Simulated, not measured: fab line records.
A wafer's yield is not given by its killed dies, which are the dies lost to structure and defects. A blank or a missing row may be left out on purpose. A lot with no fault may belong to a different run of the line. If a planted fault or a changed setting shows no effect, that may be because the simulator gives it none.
Chamber matching + flow n5-finfet + N5_FIN_SAQP_STRIP_55 on rie-diel-05: 4 sister chambers
The step strips in N2/H2. 4 wafers are shown with their chamber, then 7 later ones without.

== EACH WAFER AND ITS CHAMBER ==
| wafer  | chamber | showerhead-plenum-p-Torr (Torr) |
|--------|---------|---------------------------------|
| L081.6 | 3       | 3.15                            |
| L088.5 | 1       | 3.19                            |
| L090.2 | 0       | 3.53                            |
| L090.3 | 2       | 3.44                            |

== WAFERS WHOSE CHAMBER IS MISSING ==
| wafer  | showerhead-plenum-p-Torr (Torr) |
|--------|---------------------------------|
| L090.6 | 3.53                            |
| L095.1 | 3.43                            |
| L095.3 | 3.60                            |
| L095.6 | 3.60                            |
| L096.1 | 3.43                            |
| L096.5 | 3.52                            |
| L096.6 | 3.60                            |

== THE CHAMBER EACH PASSED THROUGH ==
| wafer  | from the rows above     | in truth |
|--------|-------------------------|----------|
| L090.6 | can't be placed: 0 or 2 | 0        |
| L095.1 | can't be placed: 2 or 0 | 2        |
| L095.3 | can't be placed: 0 or 2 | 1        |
| L095.6 | can't be placed: 0 or 2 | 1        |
| L096.1 | can't be placed: 2 or 0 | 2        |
| L096.5 | can't be placed: 0 or 2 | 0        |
| L096.6 | can't be placed: 0 or 2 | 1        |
Placed correctly: 0 of 7. Not placeable from these rows: 7 (in 4, the candidates include the true chamber). Wrongly placed: 0.
How it was worked out, from the rows above alone: a wafer's distance from a chamber is the root of the sum, over the readings, of the square of ((its reading less the chamber's mean) divided by the reading's scatter). If the next closest chamber is less than 2 further off than the closest, the wafer can't be placed; otherwise it belongs to the closest. Each chamber's mean is taken over the wafers shown for it. The scatter: root of mean squared gap, hidden wafer to nearest shown wafer, with one shown wafer a chamber.
